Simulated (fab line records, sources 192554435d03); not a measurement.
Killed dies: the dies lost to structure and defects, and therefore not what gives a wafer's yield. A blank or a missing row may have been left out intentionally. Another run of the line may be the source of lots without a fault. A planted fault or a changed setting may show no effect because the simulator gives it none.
Which of the tools did it? || flow n5_finfet || 10 lots with 29 wafers sampled at 4 steps, on a route of 1938 steps

WHAT THE GAUGES SHOWED, per wafer
N5_BEOL_M4_RC_MEAS_101. Usual: CHAIN_V0 233 ohm/link, standard deviation 9; CHAIN_V0_max_site 242 ohm/link, standard deviation 10; DIBL_N 36.3 mV/V, standard deviation 1.1; DIBL_P 36.3 mV/V, standard deviation 1.4; IOFF_N 0.155 nA/um, standard deviation 0.019; IOFF_P 0.211 nA/um, standard deviation 0.027; ION_N 672 uA/um, standard deviation 8.5; ION_P 462 uA/um, standard deviation 5.8; SS_N 71.5 mV/dec, standard deviation 0.56; SS_P 73.3 mV/dec, standard deviation 0.52; VT_N 249.9 mV, standard deviation 2.5; VT_P -249.8 mV, standard deviation 2.8.
{"lot": "L510", "measured": "day 9 18:11", "on": "prober-01", "CHAIN_V0 (ohm/link)": "238 243 227", "CHAIN_V0_max_site (ohm/link)": "250 254 234", "DIBL_N (mV/V)": "37.5 37.8 35.0", "DIBL_P (mV/V)": "38.2 39.5 35.7", "IOFF_N (nA/um)": "0.185 0.200 0.143", "IOFF_P (nA/um)": "0.238 0.248 0.190", "ION_N (uA/um)": "676 675 670", "ION_P (uA/um)": "460 459 463", "SS_N (mV/dec)": "71.3 73.1 71.3", "SS_P (mV/dec)": "74.3 74.2 73.0", "VT_N (mV)": "247.9 245.3 250.0", "VT_P (mV)": "-248.6 -248.1 -251.1", "flag": ""}
{"lot": "L511", "measured": "day 10 12:52", "on": "prober-01", "CHAIN_V0 (ohm/link)": "237 245 243", "CHAIN_V0_max_site (ohm/link)": "250 251 247", "DIBL_N (mV/V)": "35.6 34.9 35.7", "DIBL_P (mV/V)": "36.9 35.4 35.9", "IOFF_N (nA/um)": "0.152 0.134 0.153", "IOFF_P (nA/um)": "0.178 0.170 0.178", "ION_N (uA/um)": "669 670 671", "ION_P (uA/um)": "451 456 455", "SS_N (mV/dec)": "71.1 71.3 72.0", "SS_P (mV/dec)": "73.6 73.3 73.3", "VT_N (mV)": "248.7 249.2 251.5", "VT_P (mV)": "-253.7 -252.4 -253.4", "flag": ""}
{"lot": "L512", "measured": "day 10 03:50", "on": "prober-01", "CHAIN_V0 (ohm/link)": "238 242 249", "CHAIN_V0_max_site (ohm/link)": "247 249 253", "DIBL_N (mV/V)": "35.0 35.6 36.1", "DIBL_P (mV/V)": "36.1 37.4 37.8", "IOFF_N (nA/um)": "0.126 0.148 0.149", "IOFF_P (nA/um)": "0.198 0.235 0.227", "ION_N (uA/um)": "669 679 668", "ION_P (uA/um)": "459 473 458", "SS_N (mV/dec)": "70.9 71.3 71.5", "SS_P (mV/dec)": "72.1 73.1 72.3", "VT_N (mV)": "255.9 248.9 251.6", "VT_P (mV)": "-249.1 -247.1 -248.8", "flag": ""}
{"lot": "L514", "measured": "day 11 10:41", "on": "prober-01", "CHAIN_V0 (ohm/link)": "224 201", "CHAIN_V0_max_site (ohm/link)": "231 210", "DIBL_N (mV/V)": "36.3 35.6", "DIBL_P (mV/V)": "35.6 35.7", "IOFF_N (nA/um)": "0.171 0.151", "IOFF_P (nA/um)": "0.199 0.195", "ION_N (uA/um)": "691 675", "ION_P (uA/um)": "465 471", "SS_N (mV/dec)": "71.8 71.6", "SS_P (mV/dec)": "73.6 74.0", "VT_N (mV)": "248.2 247.8", "VT_P (mV)": "-250.2 -252.7", "flag": ""}
{"lot": "L515", "measured": "day 11 17:12", "on": "prober-01", "CHAIN_V0 (ohm/link)": "234 228 206", "CHAIN_V0_max_site (ohm/link)": "246 233 216", "DIBL_N (mV/V)": "38.0 37.0 37.8", "DIBL_P (mV/V)": "36.8 36.1 36.5", "IOFF_N (nA/um)": "0.165 0.151 0.166", "IOFF_P (nA/um)": "0.207 0.196 0.200", "ION_N (uA/um)": "667 676 680", "ION_P (uA/um)": "454 456 455", "SS_N (mV/dec)": "71.7 70.8 71.3", "SS_P (mV/dec)": "73.4 72.4 73.5", "VT_N (mV)": "248.1 249.1 249.3", "VT_P (mV)": "-253.2 -252.9 -253.1", "flag": ""}
{"lot": "L524", "measured": "day 17 07:19", "on": "prober-01", "CHAIN_V0 (ohm/link)": "239 219 227", "CHAIN_V0_max_site (ohm/link)": "245 225 235", "DIBL_N (mV/V)": "35.9 34.9 35.3", "DIBL_P (mV/V)": "36.9 36.0 36.3", "IOFF_N (nA/um)": "0.156 0.146 0.161", "IOFF_P (nA/um)": "0.221 0.203 0.217", "ION_N (uA/um)": "670 679 665", "ION_P (uA/um)": "460 467 463", "SS_N (mV/dec)": "70.8 71.2 71.5", "SS_P (mV/dec)": "73.5 73.0 72.8", "VT_N (mV)": "250.6 247.6 248.6", "VT_P (mV)": "-248.0 -249.4 -246.2", "flag": ""}
{"lot": "L528", "measured": "day 17 07:20", "on": "prober-02", "CHAIN_V0 (ohm/link)": "244 241 236", "CHAIN_V0_max_site (ohm/link)": "252 252 241", "DIBL_N (mV/V)": "36.7 37.0 35.8", "DIBL_P (mV/V)": "36.8 37.5 35.6", "IOFF_N (nA/um)": "0.160 0.168 0.143", "IOFF_P (nA/um)": "0.218 0.219 0.199", "ION_N (uA/um)": "677 684 665", "ION_P (uA/um)": "467 468 463", "SS_N (mV/dec)": "71.3 70.9 71.3", "SS_P (mV/dec)": "73.0 72.6 73.0", "VT_N (mV)": "248.6 249.9 249.8", "VT_P (mV)": "-247.3 -248.5 -250.6", "flag": ""}
{"lot": "L530", "measured": "day 16 08:40", "on": "prober-01", "CHAIN_V0 (ohm/link)": "228 228 232", "CHAIN_V0_max_site (ohm/link)": "238 238 240", "DIBL_N (mV/V)": "34.9 34.3 34.9", "DIBL_P (mV/V)": "37.6 36.8 36.6", "IOFF_N (nA/um)": "0.168 0.150 0.157", "IOFF_P (nA/um)": "0.241 0.235 0.232", "ION_N (uA/um)": "668 673 665", "ION_P (uA/um)": "470 472 465", "SS_N (mV/dec)": "70.4 71.7 71.8", "SS_P (mV/dec)": "73.3 73.1 72.6", "VT_N (mV)": "247.3 249.5 251.7", "VT_P (mV)": "-247.3 -244.4 -248.7", "flag": ""}
{"lot": "L531", "measured": "day 17 17:07", "on": "prober-01", "CHAIN_V0 (ohm/link)": "223 225 220", "CHAIN_V0_max_site (ohm/link)": "232 234 233", "DIBL_N (mV/V)": "35.6 36.3 36.0", "DIBL_P (mV/V)": "35.2 34.7 35.2", "IOFF_N (nA/um)": "0.158 0.159 0.158", "IOFF_P (nA/um)": "0.210 0.200 0.205", "ION_N (uA/um)": "682 666 675", "ION_P (uA/um)": "464 459 458", "SS_N (mV/dec)": "72.1 72.0 71.3", "SS_P (mV/dec)": "73.3 73.4 73.0", "VT_N (mV)": "248.2 249.2 249.8", "VT_P (mV)": "-248.4 -250.9 -249.2", "flag": ""}
{"lot": "L532", "measured": "day 16 04:41", "on": "prober-02", "CHAIN_V0 (ohm/link)": "225 228 218", "CHAIN_V0_max_site (ohm/link)": "230 242 228", "DIBL_N (mV/V)": "37.2 38.7 37.2", "DIBL_P (mV/V)": "36.6 36.8 35.6", "IOFF_N (nA/um)": "0.171 0.196 0.161", "IOFF_P (nA/um)": "0.241 0.250 0.223", "ION_N (uA/um)": "678 671 674", "ION_P (uA/um)": "467 461 464", "SS_N (mV/dec)": "72.2 72.8 71.9", "SS_P (mV/dec)": "73.7 73.2 73.3", "VT_N (mV)": "251.6 246.3 247.5", "VT_P (mV)": "-246.2 -246.9 -249.5", "flag": ""}

WHICH TOOL RAN EACH LOT (tool, then ch and the chambers of the sampled wafers, then the start)
{"lot": "L510", "N5_BEOL_M1_ETCH_70": "rie_diel-01 ch 1,2, day 6 15:50", "N5_BEOL_M4_SPUTTER_92": "pvd_sputter-02, day 9 16:30", "N5_BEOL_M4_CO_CAP_55": "cvd_co-01 ch 0,1, day 9 17:48"}
{"lot": "L511", "N5_BEOL_M1_ETCH_70": "rie_diel-06 ch 0,1, day 7 10:54", "N5_BEOL_M4_SPUTTER_92": "pvd_sputter-01, day 10 10:51", "N5_BEOL_M4_CO_CAP_55": "cvd_co-01 ch 0,1,2, day 10 12:11"}
{"lot": "L512", "N5_BEOL_M1_ETCH_70": "rie_diel-06 ch 0,2,3, day 7 14:07", "N5_BEOL_M4_SPUTTER_92": "pvd_sputter-01, day 10 02:13", "N5_BEOL_M4_CO_CAP_55": "cvd_co-02 ch 0, day 10 03:32"}
{"lot": "L514", "N5_BEOL_M1_ETCH_70": "rie_diel-01 ch 0, day 8 06:37", "N5_BEOL_M4_SPUTTER_92": "pvd_sputter-01, day 11 08:40", "N5_BEOL_M4_CO_CAP_55": "cvd_co-02 ch 0,2, day 11 10:00"}
{"lot": "L515", "N5_BEOL_M1_ETCH_70": "rie_diel-01 ch 0,1,2, day 8 09:49", "N5_BEOL_M4_SPUTTER_92": "pvd_sputter-02, day 11 15:12", "N5_BEOL_M4_CO_CAP_55": "cvd_co-01 ch 1,2, day 11 16:39"}
{"lot": "L524", "N5_BEOL_M1_ETCH_70": "rie_diel-06 ch 0,1,3, day 10 15:14", "N5_BEOL_M4_SPUTTER_92": "pvd_sputter-03, day 17 05:32", "N5_BEOL_M4_CO_CAP_55": "cvd_co-01 ch 0,1,2, day 17 07:05"}
{"lot": "L528", "N5_BEOL_M1_ETCH_70": "rie_diel-01 ch 0,2, day 11 12:51", "N5_BEOL_M4_SPUTTER_92": "pvd_sputter-02, day 17 05:43", "N5_BEOL_M4_CO_CAP_55": "cvd_co-02 ch 0,1, day 17 07:06"}
{"lot": "L530", "N5_BEOL_M1_ETCH_70": "rie_diel-01 ch 0,1,3, day 11 16:19", "N5_BEOL_M4_SPUTTER_92": "pvd_sputter-02, day 16 06:23", "N5_BEOL_M4_CO_CAP_55": "cvd_co-01 ch 0,1,2, day 16 08:00"}
{"lot": "L531", "N5_BEOL_M1_ETCH_70": "rie_diel-01 ch 1,3, day 12 04:07", "N5_BEOL_M4_SPUTTER_92": "pvd_sputter-01, day 17 15:16", "N5_BEOL_M4_CO_CAP_55": "cvd_co-01 ch 0,1, day 17 16:34"}
{"lot": "L532", "N5_BEOL_M1_ETCH_70": "rie_diel-01 ch 0,1,2, day 13 08:24", "N5_BEOL_M4_SPUTTER_92": "pvd_sputter-03, day 16 02:50", "N5_BEOL_M4_CO_CAP_55": "cvd_co-02 ch 0,1, day 16 04:08"}
- N5_BEOL_M1_ETCH_70: etches SOC in N2/H2, target depth 80 nm, overetch 16 nm, time 120 s.
- N5_BEOL_M4_SPUTTER_92: material Cu, target thk 4.5 nm, time 8.29 s.
- N5_BEOL_M4_CO_CAP_55: material Co, precursor CCTBA/H2, target thk 2 nm, time 102.1 s.

WHAT THE TOOLS THEMSELVES READ (means of the sampled wafers that have a number; where no wafer has one, the mark that the record gives instead)
N5_BEOL_M1_ETCH_70. Usual: drypump_motor_current_A 5.8 A, standard deviation 0.35; oes_product_au 0.63 a.u., standard deviation 0.063; rf_vpp_V 523.7 V, standard deviation 2.4; showerhead_plenum_p_Torr 2.54 Torr, standard deviation 0.083; throttle_valve_pct 17.80 %, standard deviation 0.17.
{"lot": "L510", "tool": "rie_diel-01", "drypump_motor_current_A (A)": 5.6, "oes_product_au (a.u.)": 0.58, "rf_vpp_V (V)": 521.0, "showerhead_plenum_p_Torr (Torr)": 2.47, "throttle_valve_pct (%)": 18.12, "flag": ""}
{"lot": "L511", "tool": "rie_diel-06", "drypump_motor_current_A (A)": 6.4, "oes_product_au (a.u.)": 0.65, "rf_vpp_V (V)": 525.5, "showerhead_plenum_p_Torr (Torr)": 2.60, "throttle_valve_pct (%)": 17.80, "flag": ""}
{"lot": "L512", "tool": "rie_diel-06", "drypump_motor_current_A (A)": 5.9, "oes_product_au (a.u.)": 0.59, "rf_vpp_V (V)": 523.9, "showerhead_plenum_p_Torr (Torr)": 2.54, "throttle_valve_pct (%)": 17.72, "flag": ""}
{"lot": "L514", "tool": "rie_diel-01", "drypump_motor_current_A (A)": 5.4, "oes_product_au (a.u.)": 0.70, "rf_vpp_V (V)": 523.0, "showerhead_plenum_p_Torr (Torr)": 2.50, "throttle_valve_pct (%)": 17.72, "flag": ""}
{"lot": "L515", "tool": "rie_diel-01", "drypump_motor_current_A (A)": 5.6, "oes_product_au (a.u.)": 0.63, "rf_vpp_V (V)": 522.2, "showerhead_plenum_p_Torr (Torr)": 2.50, "throttle_valve_pct (%)": 17.98, "flag": ""}
{"lot": "L524", "tool": "rie_diel-06", "drypump_motor_current_A (A)": 6.2, "oes_product_au (a.u.)": 0.60, "rf_vpp_V (V)": 523.3, "showerhead_plenum_p_Torr (Torr)": 2.51, "throttle_valve_pct (%)": 17.80, "flag": ""}
{"lot": "L528", "tool": "rie_diel-01", "drypump_motor_current_A (A)": 5.5, "oes_product_au (a.u.)": 0.65, "rf_vpp_V (V)": 522.6, "showerhead_plenum_p_Torr (Torr)": 2.52, "throttle_valve_pct (%)": 17.87, "flag": ""}
{"lot": "L530", "tool": "rie_diel-01", "drypump_motor_current_A (A)": 5.7, "oes_product_au (a.u.)": 0.69, "rf_vpp_V (V)": 524.9, "showerhead_plenum_p_Torr (Torr)": 2.60, "throttle_valve_pct (%)": 17.75, "flag": ""}
{"lot": "L531", "tool": "rie_diel-01", "drypump_motor_current_A (A)": 5.8, "oes_product_au (a.u.)": 0.71, "rf_vpp_V (V)": 527.2, "showerhead_plenum_p_Torr (Torr)": 2.68, "throttle_valve_pct (%)": 17.77, "flag": ""}
{"lot": "L532", "tool": "rie_diel-01", "drypump_motor_current_A (A)": 5.6, "oes_product_au (a.u.)": 0.66, "rf_vpp_V (V)": 524.6, "showerhead_plenum_p_Torr (Torr)": 2.58, "throttle_valve_pct (%)": 17.90, "flag": ""}

N5_BEOL_M4_SPUTTER_92. Usual: 29.5 % for throttle_valve_pct, sd 1.
{"lot": "L510", "tool": "pvd_sputter-02", "throttle_valve_pct (%)": 28.6, "flag": ""}
{"lot": "L511", "tool": "pvd_sputter-01", "throttle_valve_pct (%)": 30.4, "flag": ""}
{"lot": "L512", "tool": "pvd_sputter-01", "throttle_valve_pct (%)": 30.4, "flag": ""}
{"lot": "L514", "tool": "pvd_sputter-01", "throttle_valve_pct (%)": 29.8, "flag": ""}
{"lot": "L515", "tool": "pvd_sputter-02", "throttle_valve_pct (%)": 29.0, "flag": ""}
{"lot": "L524", "tool": "pvd_sputter-03", "throttle_valve_pct (%)": 28.8, "flag": ""}
{"lot": "L528", "tool": "pvd_sputter-02", "throttle_valve_pct (%)": 29.9, "flag": ""}
{"lot": "L530", "tool": "pvd_sputter-02", "throttle_valve_pct (%)": 29.5, "flag": ""}
{"lot": "L531", "tool": "pvd_sputter-01", "throttle_valve_pct (%)": 28.9, "flag": ""}
{"lot": "L532", "tool": "pvd_sputter-03", "throttle_valve_pct (%)": 28.7, "flag": ""}

N5_BEOL_M4_CO_CAP_55. Usual: 249 W for heater_power_w, sd 23.
{"lot": "L510", "tool": "cvd_co-01", "heater_power_w (W)": 229, "flag": ""}
{"lot": "L511", "tool": "cvd_co-01", "heater_power_w (W)": 237, "flag": ""}
{"lot": "L512", "tool": "cvd_co-02", "heater_power_w (W)": 274, "flag": ""}
{"lot": "L514", "tool": "cvd_co-02", "heater_power_w (W)": 272, "flag": ""}
{"lot": "L515", "tool": "cvd_co-01", "heater_power_w (W)": 235, "flag": ""}
{"lot": "L524", "tool": "cvd_co-01", "heater_power_w (W)": 234, "flag": ""}
{"lot": "L528", "tool": "cvd_co-02", "heater_power_w (W)": 243, "flag": ""}
{"lot": "L530", "tool": "cvd_co-01", "heater_power_w (W)": 232, "flag": ""}
{"lot": "L531", "tool": "cvd_co-01", "heater_power_w (W)": 222, "flag": ""}
{"lot": "L532", "tool": "cvd_co-02", "heater_power_w (W)": 243, "flag": ""}

THE ANSWER, worked out from the rows above alone
Rule: a lot counts as off when the mean over its wafers that have a number is more than 3 standard deviations away from the usual mean. A lot without any number at a reading at which 4 lots or more have one is off too. Any other lot the step has rows for is counted as sound. Order of review: gauges by route order, followed by the tools' own readings, for which a lot's mean as printed above is used. The first step at which some lot is off is used, and at that step the reading that is off furthest; a lot without a number counts as furthest.
Across all readings shown, no lot is off: no conclusion can be drawn from this.

WHAT THE SIMULATOR HAD PUT IN
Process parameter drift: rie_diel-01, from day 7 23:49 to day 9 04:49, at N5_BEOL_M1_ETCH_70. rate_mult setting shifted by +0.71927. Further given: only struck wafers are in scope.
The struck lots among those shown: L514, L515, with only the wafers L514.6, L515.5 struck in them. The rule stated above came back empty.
